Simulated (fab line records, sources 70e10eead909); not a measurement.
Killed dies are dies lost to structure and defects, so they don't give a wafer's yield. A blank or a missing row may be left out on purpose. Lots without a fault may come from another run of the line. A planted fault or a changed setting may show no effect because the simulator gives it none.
Problem report in the 8D (eight disciplines) form, filled by code | flow nand_harc | the parts of the form that need people (team, actions taken, sign-off) are left out

1. THE PROBLEM
killed_at_other at NHARC_END_SORT_01 reads a mean of 621.0 on 6 wafers of 2 lots; wafers without a fault read 0.7 with a standard deviation of 1.2. That is +99 or more standard deviations from the usual mean.
First seen on wafer L119.1, day 25 05:29, on prober-01. The record holds 9 wafers of 3 lots with a number at this step. Rule for "out", or "out of limits": more than 4 standard deviations from the usual mean. The other wafers with a number count as sound.

2. WHAT IT IS AND WHAT IT IS NOT
question                    | is                                                 | is not
which readings at this step | killed_at_other, defect_limited_yield, killed_dies | killed_at_array, killed_at_periphery, killed_short
which lots                  | L119, L124                                         | L118
which wafers of those lots  | all that have a number                             | -
read on which gauges        | prober-01                                          | prober-02
when                        | from day 25 05:29                                  | up to then (3 sound wafers)

3. SUSPECTS, AND WHAT RULES EACH OUT
Counting: a tool at a process step up to the reading stays a suspect if it ran every lot that is out and no sound lot after the first of them.
- the gauge at NHARC_END_SORT_01: kept. All the wafers that are out were read on prober-01, and no step on other tools shows them out.
- rie_diel-06 at NHARC_HYBRID_BOND_ACTIVATE_00 (chemistry N2, time 60 s): kept. It ran every lot that is out, first L119 (day 23 23:58), and no sound lot after that; its last sound lot up to then is L118 (day 23 15:24).
- grinder-01 at NHARC_THIN_TSV_GRIND_00: kept. It ran every lot that is out, first L119 (day 24 09:31), and no sound lot after that; its last sound lot up to then is L118 (day 24 02:37).
Left after counting: rie_diel-06 at NHARC_HYBRID_BOND_ACTIVATE_00, grinder-01 at NHARC_THIN_TSV_GRIND_00, prober-01 at NHARC_END_SORT_01.

4. THE CAUSE (what the simulator had put in)
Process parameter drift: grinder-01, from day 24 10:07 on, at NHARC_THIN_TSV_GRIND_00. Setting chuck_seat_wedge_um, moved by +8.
Counting left 3 suspects, and this tool is among them.

5. THE CHAIN OF EFFECTS, in route order
Each row: a reading whose mean over the struck wafers that have a number lies more than 3 standard deviations from the usual. Only readings for which the record gives a usual standard deviation are gone through. hours: the time from each lot's start at the first step in this table that gives one to its start at this step, as a median over the lots. sigmas: the change in usual standard deviations.
hours | step              | reading              | usual | on struck wafers | change | sigmas
0     | NHARC_END_SORT_01 | defect_limited_yield | 91 %  | 0                | -91    | -26
0     | NHARC_END_SORT_01 | killed_at_other      | 0.7   | 621.0            | +620.3 | +99 or more
0     | NHARC_END_SORT_01 | killed_dies          | 63    | 677              | +614   | +26

6. WHAT WOULD HAVE CAUGHT IT SOONER
In this record the first reading out of limits at a measuring or inspecting step was taken at day 25 05:29, 19 hours after the fault began at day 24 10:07.
Of the tool readings at NHARC_THIN_TSV_GRIND_00 for which the record gives a usual standard deviation, none was out on any struck wafer, so an alarm limit of 4 standard deviations on them would not have fired.
Of the lots that are out (2), L124 began NHARC_THIN_TSV_GRIND_00 on grinder-01 after day 25 05:29. A hold on the tool at that time would have spared it.
